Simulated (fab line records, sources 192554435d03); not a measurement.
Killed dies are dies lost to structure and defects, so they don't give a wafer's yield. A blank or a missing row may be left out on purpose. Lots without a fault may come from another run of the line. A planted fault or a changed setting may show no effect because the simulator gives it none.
fab line records | flow n5_finfet
record lots=6 wafers=18 last_day=17
route steps=1938 shown BEOL_M5@1159 BEOL_M6@1194 PASSIVATION@1936
lots that met no fault: from a run of the same line without faults
start_h: hours from the record's first day to the start of the lot's first wafer shown | wait_h: hours since the lot's step before | " the same as in the row above | L1.1+2: a row that stands for several wafers | - no value, or no start given | * or withheld: withheld | < > ~ a bound
route shown NAME@n: a module of which the file shows steps, and the number in the route of the first | usual: mean/standard deviation of fault-free wafers | same: alike in all rows | chamber/n: place in a boat | sites: the reading at each site | _std_site: their standard deviation | _edge_site: outer sites' mean less inner sites' | radius_mm: how far each site lies from the wafer's centre | mask NAME#n: copy n | behind: the tool/chamber that last shaped the wafer | hold: why the lot was held/for how many hours/how that ended | device: the transistor (n, p or np) that didn't switch | end of line: the same wafers' tests at the end of the route | a step without rows: its recipe alone | killed: dies lost to structure and defects at the first sort, not the wafer's yield | map: a wafer's dies, x killed, . not, _ none there
set.NAME: the setting as run; set.NAME@STEP: as run at that earlier step | model.NAME: the simulator's own value behind a step, which no gauge read
lots at some steps of the route; a table a step, a row a wafer
services: from which hour (start_h, from the record's first day; less than 0 if before it) a tool's chamber was out of use, for how many hours, and why
## steps
# step N5_BEOL_M5_STRIP_36
# recipe chemistry=N2/H2 power_w=450 temp_c=40 pressure_mtorr=20 rf_frequency_hz=6e+07 overash_fraction=0.3 bias_power_w=7 h2_frac=0.5 n2_flow_sccm=200 h2_flow_sccm=200
# step N5_BEOL_M5_TRENCH_ETCH_37
# recipe chemistry=C4F6/O2 target_depth_a=716.52 target=SiCOH_lowk time_s=24.7 ion_energy_ev=250 pressure_mtorr=30 source_w=345 bias_w=185 Ar_flow_sccm=300 C4F6_flow_sccm=10 O2_flow_sccm=10
# step N5_BEOL_M5_ETCH_41
# recipe chemistry=CH3F/O2 target=SiCN target_depth_a=315 taper_deg=2 time_s=56.7 ion_energy_ev=120 mask_material=TiN pressure_mtorr=30 source_w=395 bias_w=75 Ar_flow_sccm=150 CH3F_flow_sccm=30 O2_flow_sccm=20
# usual drypump_motor_current_A=5.84/0.21 oes_product_au=0.80/0.094 rf_vpp_V=297.2/1.7 showerhead_plenum_p_Torr=2.00/0.08 throttle_valve_pct=16.40/0.25
# columns lot.wafer tool chamber start_h wait_h drypump_motor_current_A oes_product_au rf_hours_counter_h rf_vpp_V showerhead_plenum_p_Torr throttle_valve_pct
L446.3 rie_diel-04 1 - - 6.02 0.85 78 295.3 1.95 16.05
L446.5 " 0 " " 5.53 0.72 - 294.8 1.92 16.42
L446.6 " 1 " " 6.00 0.84 - 296.8 1.95 16.06
L448.1 rie_diel-05 0 - - 5.82 0.69 229 295.8 1.97 16.77
L448.5 " 0 " " 5.81 0.70 - 296.9 1.97 16.77
L448.6 " 1 " " 5.67 0.69 - 295.7 1.98 16.45
L450.3 rie_diel-05 1 - - 5.68 0.68 245 297.4 1.98 16.45
L450.5 " 0 " " 5.82 0.69 - 296.3 1.97 16.76
L450.6 " 3 " " 6.01 0.74 - 295.6 1.93 16.56
L460.2 rie_diel-05 3 - - 5.99 0.73 176 295.1 1.92 16.62
L460.5 " 1 " " 5.68 0.96 - 296.1 1.98 16.02
L460.6 " 2 " " 5.81 0.84 - 299.1 2.13 16.51
L462.2 rie_diel-05 3 - - 6.00 0.73 183 296.0 1.92 16.62
L462.3 " 0 " " 5.81 0.95 4 297.7 1.97 16.34
L462.6 " 2 " " 5.82 0.83 - 298.9 2.12 16.49
L468.1 rie_diel-04 1 - - 5.98 0.80 114 296.2 1.94 16.13
L468.3 " 0 " " 5.55 0.70 222 294.6 1.90 16.50
L468.6 " 1 " " 6.00 0.80 - 297.0 1.94 16.12
# step N5_BEOL_M5_STRIP_91
# recipe chemistry=N2/H2 time_s=10 power_w=450 temp_c=40 pressure_mtorr=20 rf_frequency_hz=6e+07 bias_power_w=7 n2_flow_sccm=200 h2_flow_sccm=200
# step N5_BEOL_M5_OCD_MEAS_38
# usual trench_depth_nm=71.8/1.1
# columns lot.wafer tool chamber start_h wait_h trench_depth_nm
L446.3 ocd-01 - 176.04 - 72.3
L446.5 " - " " 71.0
L446.6 " - " " 72.9
L448.1 ocd-02 - 187.73 - 71.6
L448.5 " - " " 70.9
L448.6 " - " " 70.0
L450.3 ocd-01 - 191.71 - 70.2
L450.5 " - " " 70.9
L450.6 " - " " 72.3
L460.2 ocd-02 - 253.98 - 71.2
L460.5 " - " " 71.7
L460.6 " - " " 73.0
L462.2 ocd-01 - 275.24 - 72.4
L462.3 " - " " 74.8
L462.6 " - " " 74.7
L468.1 ocd-02 - 320.15 - 71.1
L468.3 " - " " 70.8
L468.6 " - " " 71.4
# step N5_BEOL_M5_HM_STRIP_39
# recipe chemistry=peroxide_tin_strip material=TiN target_depth_a=250 temp_c=50 time_s=158
# step N5_BEOL_M5_SRD_40
# recipe time_s=30 temp_c=23 rinse_liquid=diw dry=ipa_marangoni
# step N5_BEOL_M5_PRECLEAN_42
# recipe chemistry=residue_remover time_s=60 temp_c=40
# step N5_BEOL_M5_SRD_43
# recipe time_s=30 temp_c=23 rinse_liquid=diw dry=ipa_marangoni
# step N5_BEOL_M5_CD_MEAS_35
# recipe target_cd_nm=28 target_cd_y_nm=24 polarity=opening
# usual cd_nm=28.1/0.36
# columns lot.wafer tool chamber start_h wait_h cd_nm
L446.3 cd_sem-02 - 176.19 0.0 28.0
L446.5 " - " " 28.2
L446.6 " - " " 27.7
L448.1 cd_sem-02 - 187.88 0.0 27.8
L448.5 " - " " 27.9
L448.6 " - " " 28.4
L450.3 cd_sem-01 - 191.86 0.0 28.3
L450.5 " - " " 28.5
L450.6 " - " " 28.1
L460.2 cd_sem-01 - 254.13 0.0 28.2
L460.5 " - " " 28.2
L460.6 " - " " 28.6
L462.2 cd_sem-02 - 275.39 0.0 28.8
L462.3 " - " " 27.6
L462.6 " - " " 28.1
L468.1 cd_sem-01 - 320.31 0.0 28.5
L468.3 " - " " 28.7
L468.6 " - " " 28.1
# step N5_BEOL_M5_CURE_80
# recipe temp_c=370 time_s=120 ambient=DMADMS/He material=SiCOH_lowk
# step N5_BEOL_M5_DEGAS_44
# recipe ambient=vacuum temp_c=250 time_s=60
# usual heater_power_w=314/33
# columns lot.wafer tool chamber start_h wait_h heater_power_w
L446.3 pvd_sputter-03 - 176.55 0.2 318
L446.5 " - " " 339
L446.6 " - " " 302
L448.1 pvd_sputter-02 - 188.48 0.5 389
L448.5 " - " " 392
L448.6 " - " " 318
L450.3 pvd_sputter-01 - 192.63 0.6 265
L450.5 " - " " 277
L450.6 " - " " 300
L460.2 pvd_sputter-03 - 255.73 1.5 300
L460.5 " - " " 317
L460.6 " - " " 345
L462.2 pvd_sputter-03 - 276.44 0.8 315
L462.3 " - " " 313
L462.6 " - " " 311
L468.1 pvd_sputter-01 - 321.67 1.1 344
L468.3 " - " " 270
L468.6 " - " " 345
# step N5_BEOL_M5_PRE_CLEAN_45
# recipe gas=H2/He time_s=30 temp_c=250
# usual heater_power_w=314/32
# columns lot.wafer tool chamber start_h wait_h heater_power_w
L446.3 pvd_sputter-03 - 176.59 0.0 329
L446.5 " - " " 343
L446.6 " - " " 306
L448.1 pvd_sputter-02 - 188.52 0.0 388
L448.5 " - " " 385
L448.6 " - " " 316
L450.3 pvd_sputter-01 - 192.67 0.0 263
L450.5 " - " " 281
L450.6 " - " " 312
L460.2 pvd_sputter-03 - 255.77 0.0 294
L460.5 " - " " 317
L460.6 " - " " 338
L462.2 pvd_sputter-03 - 276.48 0.0 317
L462.3 " - " " 300
L462.6 " - " " 316
L468.1 pvd_sputter-01 - 321.71 0.0 357
L468.3 " - " " 278
L468.6 " - " " 353
# step N5_BEOL_M5_ALD_86
# recipe material=TaN target_thk_a=* temp_c=275 ald_precursor_family=PDMAT ald_co_reactant=NH3 pressure_torr=3 carrier_flow_sccm=1500 pulse_time_s=2 purge_time_s=3 co_reactant_purge_time_s=2 co_reactant_pulse_time_s=3 ald_cycles=30 precursor_vessel_temp_c=75 precursor_vessel_pressure_torr=26.25 precursor_vessel_carrier_sccm=1000
# step N5_BEOL_M5_SURFACE_TREAT_87
# recipe gas=Ar time_s=* ion_energy_ev=* ion_current_ma_cm2=0.5 pressure_mtorr=* ar_flow_sccm=30
# step N5_BEOL_M5_CVD_47
# recipe material=Co target_thk_a=30 temp_c=withheld precursor=CCTBA/H2 pressure_torr=30 time_s=216
# step N5_BEOL_M5_SPUTTER_48
# recipe material=Cu target_thk_a=150 temp_c=-20 chamber_pressure_pa=0.07 power_w=withheld time_s=27.62
# step N5_BEOL_M5_ANNEAL_49
# recipe temp_c=400 time_s=1800 ambient=vacuum
# step N5_BEOL_M5_SPUTTER_81
# recipe material=Cu target_thk_a=150 temp_c=-20 chamber_pressure_pa=0.07 power_w=withheld time_s=27.62
# step N5_BEOL_M5_ANNEAL_82
# recipe temp_c=400 time_s=1800 ambient=vacuum
# usual heater_power_w=780/82
# columns lot.wafer tool chamber start_h wait_h heater_power_w
L446.3 pvd_sputter-01 - 178.56 0.0 872
L446.5 " - " " 774
L446.6 " - " " 705
L448.1 pvd_sputter-03 - 190.37 0.0 790
L448.5 " - " " 794
L448.6 " - " " 772
L450.3 pvd_sputter-01 - 194.51 0.0 854
L450.5 " - " " 690
L450.6 " - " " 776
L460.2 pvd_sputter-02 - 257.47 0.0 723
L460.5 " - " " 691
L460.6 " - " " 773
L462.2 pvd_sputter-03 - 278.35 0.0 804
L462.3 " - " " 810
L462.6 " - " " 814
L468.1 pvd_sputter-03 - 323.95 0.0 767
L468.3 " - " " 851
L468.6 " - " " 777
# step N5_BEOL_M5_SPUTTER_83
# recipe material=Cu target_thk_a=150 temp_c=-20 chamber_pressure_pa=0.07 power_w=withheld time_s=27.62
# step N5_BEOL_M5_ANNEAL_84
# recipe temp_c=400 time_s=1800 ambient=vacuum
# step N5_BEOL_M5_SPUTTER_88
# recipe material=Cu target_thk_a=150 temp_c=-20 chamber_pressure_pa=0.07 power_w=withheld time_s=27.62
# step N5_BEOL_M5_ANNEAL_89
# recipe temp_c=400 time_s=1800 ambient=vacuum
# step N5_BEOL_M5_SPUTTER_90
# recipe material=Cu target_thk_a=45 temp_c=-20 chamber_pressure_pa=0.07 power_w=withheld time_s=8.29
# step N5_BEOL_M5_ECD_50
# recipe material=Cu target_thk_a=3000
# step N5_BEOL_M5_ANNEAL_51
# recipe temp_c=225 time_s=90 ambient=N2
# step N5_BEOL_M5_CMP_52
# recipe stop_on=SiCOH_lowk t_overpolish_s=6.9 down_force_psi=1 platen_rpm=50 clearing_platen_down_force_psi=1.5 clearing_platen_rpm=50 post_cmp_clean=cu_alkaline target_thk_nm=62 clearing_platen_pad_velocity_m_s=0.99484 pad_velocity_m_s=0.99484
# step N5_BEOL_M5_THK_MEAS_53
# recipe thk_meas_gauge=xrf reads=Cu_of_BEOL_M5_ECD_50
# usual M5_THK=61.8/1.5
# columns lot.wafer tool chamber start_h wait_h M5_THK[nm]
L446.3 film_metro-02 - 182.54 - 63.6
L446.5 " - " " 60.5
L446.6 " - " " 63.5
L448.1 film_metro-01 - 194.34 - 60.1
L448.5 " - " " 60.0
L448.6 " - " " 59.3
L450.3 film_metro-01 - 198.51 - 59.9
L450.5 " - " " 60.2
L450.6 " - " " 63.2
L460.2 film_metro-01 - 261.44 - 61.3
L460.5 " - " " 62.0
L460.6 " - " " 63.8
L462.2 film_metro-01 - 282.32 - 61.6
L462.3 " - " " 64.5
L462.6 " - " " 65.0
L468.1 film_metro-02 - 327.92 - 63.6
L468.3 " - " " 61.8
L468.6 " - " " 63.2
# step N5_BEOL_M5_PRE_CLEAN_77
# recipe gas=NH3/H2 time_s=15 temp_c=* rf_power_w=300
# step N5_BEOL_M5_CO_CAP_78
# recipe material=Co target_thk_a=20 temp_c=200 precursor=CCTBA/H2 pressure_torr=30 time_s=102.1
# step N5_BEOL_M5_PRE_CLEAN_55
# recipe gas=NH3 time_s=15 temp_c=withheld rf_power_w=300
# step N5_BEOL_M5_DEP_56
# recipe material=SiCN target_thk_a=80 temp_c=withheld precursor=3MS/NH3 pressure_torr=3 rf_w=202 time_s=14
# usual showerhead_plenum_p_Torr=3.662/0.0094 throttle_valve_pct=9.3/0.76
# columns lot.wafer tool chamber start_h wait_h showerhead_plenum_p_Torr throttle_valve_pct
L446.3 pecvd-01 2 182.73 0.0 3.648 8.6
L446.5 " 1 " " 3.652 10.0
L446.6 " 0 " " 3.649 9.1
L448.1 pecvd-01 0 194.54 0.0 3.652 9.1
L448.5 " 1 " " 3.656 9.9
L448.6 " 2 " " 3.657 8.4
L450.3 pecvd-04 0 198.76 0.0 3.655 9.1
L450.5 " 1 " " 3.661 10.4
L450.6 " 2 " " 3.670 8.8
L460.2 pecvd-01 0 261.65 0.0 3.669 9.3
L460.5 " 2 " " 3.656 8.0
L460.6 " 0 " " 3.658 9.0
L462.2 pecvd-03 0 282.51 0.0 3.691 9.5
L462.3 " 1 " " 3.663 9.6
L462.6 " 2 " " 3.669 8.9
L468.1 pecvd-01 2 328.17 0.0 3.656 8.3
L468.3 " 0 " " 3.661 9.1
L468.6 " 2 " " 3.662 8.0
# step N5_BEOL_M5_RS_MEAS_57
# recipe thk_meas_gauge=four-point-probe reads=Co_of_BEOL_M5_CO_CAP_78+Cu_of_BEOL_M5_ECD_50+Co_of_BEOL_M5_CVD_47+TaN_of_BEOL_M5_ALD_86
# usual M5_RS=0.384/0.011
# columns lot.wafer tool chamber start_h wait_h M5_RS[ohm/sq]
L446.3 film_metro-01 - 182.81 0.1 0.374
L446.5 " - " " 0.395
L446.6 " - " " 0.374
L448.1 film_metro-02 - 194.60 0.0 0.393
L448.5 " - " " 0.395
L448.6 " - " " 0.401
L450.3 film_metro-02 - 198.83 0.1 0.397
L450.5 " - " " 0.396
L450.6 " - " " 0.373
L460.2 film_metro-02 - 261.71 0.1 0.387
L460.5 " - " " 0.380
L460.6 " - " " 0.367
L462.2 film_metro-02 - 282.58 0.1 0.387
L462.3 " - " " 0.366
L462.6 " - " " 0.363
L468.1 film_metro-01 - 328.24 0.0 0.373
L468.3 " - " " 0.386
L468.6 " - " " 0.375
# step N5_BEOL_M6_ILD_DEP_00
# recipe material=SiCOH_lowk target_thk_a=1797.5 temp_c=300 precursor=DEMS/porogen pressure_torr=5 rf_w=500 time_s=33.4
# usual heater_power_w=321/42 showerhead_plenum_p_Torr=5.742/0.013 throttle_valve_pct=14.2/0.8
# columns lot.wafer tool chamber start_h wait_h heater_power_w showerhead_plenum_p_Torr throttle_valve_pct
L446.3 pecvd-03 1 182.87 0.0 302 5.753 14.8
L446.5 " 0 " " 340 5.761 14.8
L446.6 " 1 " " 316 5.763 14.6
L448.1 pecvd-04 1 194.67 0.0 298 5.752 16.1
L448.5 " 2 " " 354 5.734 13.5
L448.6 " 1 " " 301 5.726 16.4
L450.3 pecvd-03 2 198.89 0.0 319 5.755 13.5
L450.5 " 0 " " 365 5.760 14.7
L450.6 " 1 " " 338 5.760 14.5
L460.2 pecvd-02 2 261.78 0.0 285 5.739 13.6
L460.5 " 0 " " 354 5.745 14.4
L460.6 " 1 " " 346 5.750 14.3
L462.2 pecvd-03 1 282.64 0.0 306 5.731 14.7
L462.3 " 2 " " 315 5.742 13.8
L462.6 " 2 " " 313 5.747 13.7
L468.1 pecvd-02 0 328.30 0.0 344 5.743 14.5
L468.3 " 2 " " 282 5.728 13.7
L468.6 " 0 " " 349 5.747 14.3
# step N5_BEOL_M6_CURE_74
# recipe temp_c=385 time_s=240 ambient=He/Ar material=SiCOH_lowk
# step N5_BEOL_M6_THK_MEAS_01
# recipe reads=SiCOH_lowk_of_BEOL_M6_ILD_DEP_00
# usual M6_ILD_THK=154.9/2
# columns lot.wafer tool chamber start_h wait_h M6_ILD_THK[nm]
L446.3 film_metro-01 - 183.45 0.3 154.8
L446.5 " - " " 154.3
L446.6 " - " " 156.3
L448.1 film_metro-01 - 195.24 0.4 154.9
L448.5 " - " " 159.7
L448.6 " - " " 157.9
L450.3 film_metro-01 - 199.47 0.3 153.2
L450.5 " - " " 153.5
L450.6 " - " " 154.7
L460.2 film_metro-02 - 262.35 0.4 156.4
L460.5 " - " " 155.9
L460.6 " - " " 155.6
L462.2 film_metro-01 - 283.22 0.4 152.9
L462.3 " - " " 153.0
L462.6 " - " " 155.3
L468.1 film_metro-02 - 329.47 0.4 154.5
L468.3 " - " " 152.9
L468.6 " - " " 157.2
# step N5_BEOL_M6_PECVD_70
# recipe material=SiO2 target_thk_a=200 temp_c=400 precursor=TEOS/O2 pressure_torr=5.5 rf_w=450 teos_flow_sccm=53.8 gas=O2 flow_sccm=3000 time_s=22.7
# step N5_BEOL_M6_HM_DEP_02
# recipe material=TiN target_thk_a=200 temp_c=25 chamber_pressure_pa=0.49996
# step N5_BEOL_M6_COAT_59
# recipe resist=SOC temp_c=250 time_s=60 spin_rpm=1500 resist_thk_nm=100
# step N5_BEOL_M6_COAT_60
# recipe resist=SiARC temp_c=220 time_s=60 spin_rpm=1500 resist_thk_nm=35
# step N5_PASSIVATION_PROBE_49
# usual defect_limited_yield=91.0/1.5 killed_at_M0_to_M3=34/11 killed_at_M4_up=14/5.3 killed_at_contacts=13/7 killed_at_front_end=41/13 killed_at_other=4/3.1 killed_dies=106/17 killed_open=70/12 killed_short=35/8 sort_bin_5_function=5.2/0.98 sort_bin_6_memory=3.4/0.69 sort_n_pass=1074/17 sort_yield_pct=91.0/1.5
# same gross_dies=1180 killed_at_back_side=0 sort_bin_4_leakage[%]=0 sort_bin_8_speed[%]=0
# columns lot.wafer tool chamber start_h wait_h defect_limited_yield[%] killed_at_M0_to_M3 killed_at_M4_up killed_at_contacts killed_at_front_end killed_at_other killed_dies killed_open killed_short sort_bin_5_function[%] sort_bin_6_memory[%] sort_n_pass sort_yield_pct[%]
L460.2 prober-01 - 353.11 0.1 84.3 20 124 10 26 5 185 58 22 9.6 3.6 995 84.3
L460.5 prober-01 - 353.26 0.2 79.0 26 175 10 36 1 248 73 23 13.4 4.7 932 79.0
L460.6 prober-01 - 353.31 0.3 85.8 23 108 6 31 0 168 53 21 9.0 2.5 1012 85.8
L462.2 prober-02 - 377.21 0.1 80.2 35 157 16 25 1 234 57 34 11.9 4.7 946 80.2
L462.3 prober-02 - 377.26 0.1 84.1 29 116 15 26 2 188 58 20 8.6 3.9 992 84.1
L462.6 prober-02 - 377.41 0.3 80.0 37 149 18 30 2 236 67 31 11.3 5.0 944 80.0
# killed by level:class
L460.2 BEOL_M5:unspecified=104 BEOL_M4:geometric_particle:open=12 MOL_CONTACT_COAG:geometric_particle:open=9 BEOL_M2:geometric_particle:open=7 STI_FIN_REVEAL:geometric_particle:open=6 DUMMY_GATE:geometric_particle:open=5 BEOL_M1:geometric_particle:open=4 BEOL_M3:geometric_particle:open=3
L460.5 BEOL_M5:unspecified=150 STI_FIN_REVEAL:geometric_particle:open=15 BEOL_M4:geometric_particle:open=14 MOL_CONTACT_COAG:geometric_particle:open=8 BEOL_M1:geometric_particle:open=7 BEOL_M2:geometric_particle:open=7 DUMMY_GATE:geometric_particle:open=5 BEOL_M0_SAQP:geometric_particle:short=5
L460.6 BEOL_M5:unspecified=93 BEOL_M2:geometric_particle:open=9 STI_FIN_REVEAL:geometric_particle:open=7 BEOL_M4:geometric_particle:open=7 MOL_CONTACT_COAG:geometric_particle:open=6 BEOL_M1:geometric_particle:open=5 FIN_SAQP:geometric_particle:open=4 BEOL_M4:geometric_particle:short=4
L462.2 BEOL_M5:unspecified=143 MOL_CONTACT_COAG:geometric_particle:open=14 BEOL_M2:geometric_particle:open=14 FIN_SAQP:geometric_particle:short=9 BEOL_M0_SAQP:geometric_particle:open=5 BEOL_M3:geometric_particle:open=5 BEOL_M4:geometric_particle:open=5 BEOL_M4:geometric_particle:short=5
L462.3 BEOL_M5:unspecified=109 MOL_CONTACT_COAG:geometric_particle:open=14 BEOL_M2:geometric_particle:open=14 BEOL_M4:geometric_particle:open=5 STI_FIN_REVEAL:geometric_particle:open=4 STARTING-WAFER:geometric_particle:open=4 FIN_SAQP:geometric_particle:short=3 DUMMY_GATE:geometric_particle:open=3
L462.6 BEOL_M5:unspecified=138 MOL_CONTACT_COAG:geometric_particle:open=16 BEOL_M2:geometric_particle:open=10 BEOL_M0_SAQP:geometric_particle:short=7 BEOL_M2:geometric_particle:short=5 BEOL_M0:geometric_particle:open=5 STARTING-WAFER:geometric_particle:open=5 FIN_SAQP:geometric_particle:open=4
# map L460.5 (x killed, . not)
_________________...x........________________
______________...............x.._____________
___________.............x..........__________
__________............xx............_________
________.............................._______
_______.........x............x.........______
______..x............x........x.......x._____
_____...x.....x.................x...xxx..____
____.......x.........x.x..................___
___x..x.......................x.....xx.....__
___....x....x.x..xxx......x...x......xx..x.__
__........x..x.................xx.......x..._
__........xxxxxxxxx.x....x........xx........_
_...x.....xxxxxxxxxxx.......................x
_.......xxxxxxxxxxxx.x...............x.......
_......xxxxxxxxxxxxxx.xx.x...................
_...x.xxxxxxxxxxxxxxxx.....x...x.............
_......xxxxxxxxxxxxxx.x......................
_...x.xxxxxxxxxxxxxxxx....x..................
_......xxxxxxxxxxxxxx.x....x.xx........x.....
_...x...xxxxxxxxxxxxxx...........x...........
__..xx..xxxxxxxxxx....x....x....x..........._
__..........xxxxxx.......................x.._
___...........x...x.x.x....................__
___...x.x...x..xx........x..xxx.x..x.......__
____........................x.......x.....___
_____...x......x.....................x...____
______.......x......x...x.......x.....x._____
_______......x..x....x.............x...______
________x................xxx...x.....x_______
__________.........................._________
___________...x........x.x....x....__________
______________.................._____________
_________________...x.x......________________
# map L462.6 (x killed, . not)
_________________...x....x.x.________________
______________..........x.....xx_____________
___________........x...xx...x....x.__________
__________x........x..........x....._________
________..........x..x.xx.xxx........._______
_______.......x...xxx.xxxxx........xx..______
______..x...xxxxxxxxxxxxxxx............x_____
_____.........xxx.xxxxxxxxxx..x..........____
____............xxxxxxxxxxxxxxx........x..___
___..x..xx.x..x.xxxxxxxxxxxxxx......x......__
___.x......x..x.xxxxxxxxxxxxx..............__
__..........x..xxxxxxxxxxx..x........x......_
__.............xxxxxxxxxxxxxx.x........x...._
_...x.......x..x.x.xxxxxxxx...x....x.........
_.....x........x..x.xxxx...xx........x.......
_..........x.........xx.xx..x..x.............
_...................x.....x..x.x.x...........
_...x......x.......xx....x..x.x..............
_xx..........x..x............................
_........x...x.........................x...x.
_...............xx...............x...........
__............x.....x.....x............x...._
__...................x...................x.x_
___........x............x.......x..x.x....x__
___....................................x...__
____...x.x....x........................x..___
_____...................x...x...x........____
______x..............x.....x.......x...._____
_______................x.....xx......x.______
________..............x..............._______
__________....x....x................_________
___________............x...x......x__________
______________...xx............._____________
_________________............________________
## services
# columns tool chamber start_h hours kind
pvd_sputter-02 - 153.89 1.6 repair
rie_diel-05 2 156.09 5.9 repair
pecvd-03 - 196.97 0.5 repair
rie_diel-05 1 210.42 - clean
rie_diel-05 1 210.42 - consumable_replace:focus_ring
rie_diel-05 1 210.42 23.2 scheduled_down
rie_diel-05 1 210.42 23.2 vent_cycle
pecvd-01 2 225.97 5.5 scheduled_down
pecvd-03 0 232.59 2.1 scheduled_down
rie_diel-04 - 234.11 1.7 repair
rie_diel-04 0 248.92 19.3 repair
rie_diel-05 0 250.22 - clean
rie_diel-05 0 250.22 - consumable_replace:focus_ring
rie_diel-05 - 261.73 0.6 repair
rie_diel-05 - 266.08 0.8 repair
pecvd-01 0 275.08 15.7 repair
rie_diel-04 1 276.61 5.4 repair
rie_diel-04 - 281.45 0.4 repair
rie_diel-04 1 283.72 16.7 repair
pvd_sputter-02 - 288.44 40.3 repair
rie_diel-05 1 290.76 9.6 repair
pecvd-01 0 291.87 11.2 repair
pecvd-04 - 295.33 1.2 repair
rie_diel-04 0 325.47 51.5 repair
## key
first_sign step=N5_PASSIVATION_PROBE_49 reading=killed_at_M4_up direction=up sigmas=24 usual=14 struck=138
effect step=N5_PASSIVATION_PROBE_49 reading=defect_limited_yield direction=down sigmas=6 usual=91.0 struck=82.2
more_kills_born_at N5_BEOL_M5_PRE_CLEAN_45@pvd_sputter-03=737
met_at N5_BEOL_M5_PRE_CLEAN_45
struck_wafers L460.2,L460.5,L460.6,L462.2,L462.3,L462.6
onset_between 176.59 255.77
also_fits N5_BEOL_M5_ETCH_41:rie_diel-05,N5_BEOL_M5_DEGAS_44:pvd_sputter-03
fault kind=chamber_particle_source tool=pvd_sputter-03 chamber=- onset_h=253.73 steps=N5_BEOL_M5_PRE_CLEAN_45 rate_per_visit_cm2=1.4137 end_h=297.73
